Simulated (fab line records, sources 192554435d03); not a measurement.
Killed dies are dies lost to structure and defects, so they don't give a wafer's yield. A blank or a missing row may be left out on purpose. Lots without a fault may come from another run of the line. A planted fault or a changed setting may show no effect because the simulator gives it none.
Which tool did it? | flow n5_finfet | 12 lots, 36 wafers sampled, at 2 steps of a route of 1938

WHAT THE GAUGES READ, wafer by wafer
N5_BEOL_M11_INSPECT_58: inspects for defects (darkfield).
lot  | measured     | on                | raw_defect_count
L076 | day 11 14:16 | defect_inspect-01 | 76 37 60
L077 | day 12 10:23 | defect_inspect-01 | 70 65 43
L079 | day 12 12:49 | defect_inspect-02 | 70 65 54
L081 | day 13 03:46 | defect_inspect-02 | 75 58 89
L083 | day 13 07:55 | defect_inspect-01 | 103 79 67
L085 | day 13 20:19 | defect_inspect-01 | 52 58 62
L086 | day 14 10:03 | defect_inspect-01 | 75 63 57
L089 | day 14 21:26 | defect_inspect-01 | 56 93 76
L092 | day 15 16:03 | defect_inspect-01 | 87 64 44
L091 | day 16 06:44 | defect_inspect-02 | 135 84 68
L096 | day 16 11:34 | defect_inspect-01 | 46 33 69
L097 | day 16 23:56 | defect_inspect-02 | 50 73 74

WHICH TOOL RAN EACH LOT (tool, then ch and the chambers of the sampled wafers, then the start)
lot  | N5_BEOL_M11_STRIP_36
L076 | rie_diel-06 ch 0,1,3, day 11 10:53
L077 | rie_diel-03 ch 1,2, day 12 07:12
L079 | rie_diel-04 ch 0,1,2, day 12 09:00
L081 | rie_diel-03 ch 0,1, day 12 23:45
L083 | rie_diel-06 ch 1,3, day 13 04:52
L085 | rie_diel-03 ch 0,1,3, day 13 17:30
L086 | rie_diel-06 ch 1,2,3, day 14 07:22
L089 | rie_diel-03 ch 0,1,3, day 14 18:30
L092 | rie_diel-03 ch 0,1,3, day 15 12:52
L091 | rie_diel-06 ch 1,2,3, day 16 03:29
L096 | rie_diel-06 ch 1,2, day 16 06:55
L097 | rie_diel-06 ch 0,1,3, day 16 20:34
- N5_BEOL_M11_STRIP_36: strips in N2/H2.

THE ANSWER, worked out from the rows above alone
Rule: what is usual is taken from the lots themselves. Put in order of their means at a reading, lots are off if they are a third of the lots or fewer, leave a main group of 4 or more, and stand apart from it by a gap of 3 or more times the standard deviation of the main group's means; of several such gaps the widest counts. A main group whose means are all the same, to the digits that the tables above print for the reading, isn't used. A lot without any number at a reading at which 4 lots or more have one is off too. The other lots that the step has rows for count as sound.
No lot is off at any reading shown: from this, nothing can be told.

WHAT THE SIMULATOR HAD PUT IN
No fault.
